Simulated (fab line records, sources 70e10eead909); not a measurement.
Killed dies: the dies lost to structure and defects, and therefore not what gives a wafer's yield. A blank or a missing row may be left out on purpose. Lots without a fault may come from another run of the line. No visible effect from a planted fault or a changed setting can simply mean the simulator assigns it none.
Chamber matching    flow nand_harc    4 sister chambers for NHARC_A_WL_FILL_STRIP_29 on rie_diel-12
The step strips in O2, time 20 s. 4 wafers are shown with their chamber, then 6 later ones without.

## WAFERS PAIRED WITH THEIR CHAMBERS
wafer   chamber  drypump_motor_current_A (A)
L543.5  3        6.2
L548.3  0        5.5
L548.4  2        5.8
L548.5  1        5.3

## WAFERS MISSING THEIR CHAMBER
wafer   drypump_motor_current_A (A)
L553.2  6.1
L553.5  5.5
L553.6  6.2
L557.3  6.2
L557.5  5.3
L557.6  5.5

## EACH ONE'S CHAMBER
wafer   from the rows above  in truth
L553.2  3                    3
L553.5  0                    0
L553.6  3                    3
L557.3  3                    3
L557.5  1                    1
L557.6  0                    0
Placed correctly: 6 of 6. Not placeable from these rows: 0. 0 placed wrongly.
How it was worked out, from the rows above alone: a wafer's distance from a chamber is the root of the sum, over the readings, of the square of ((its reading less the chamber's mean) divided by the reading's scatter). The wafer belongs to the nearest chamber; if the next one is less than 2 further off, it can't be placed. For every chamber, the mean is computed from those of its wafers that are shown. The scatter (one wafer shown for each chamber): square how far every hidden wafer sits from the nearest shown wafer, average those squares and take the square root.
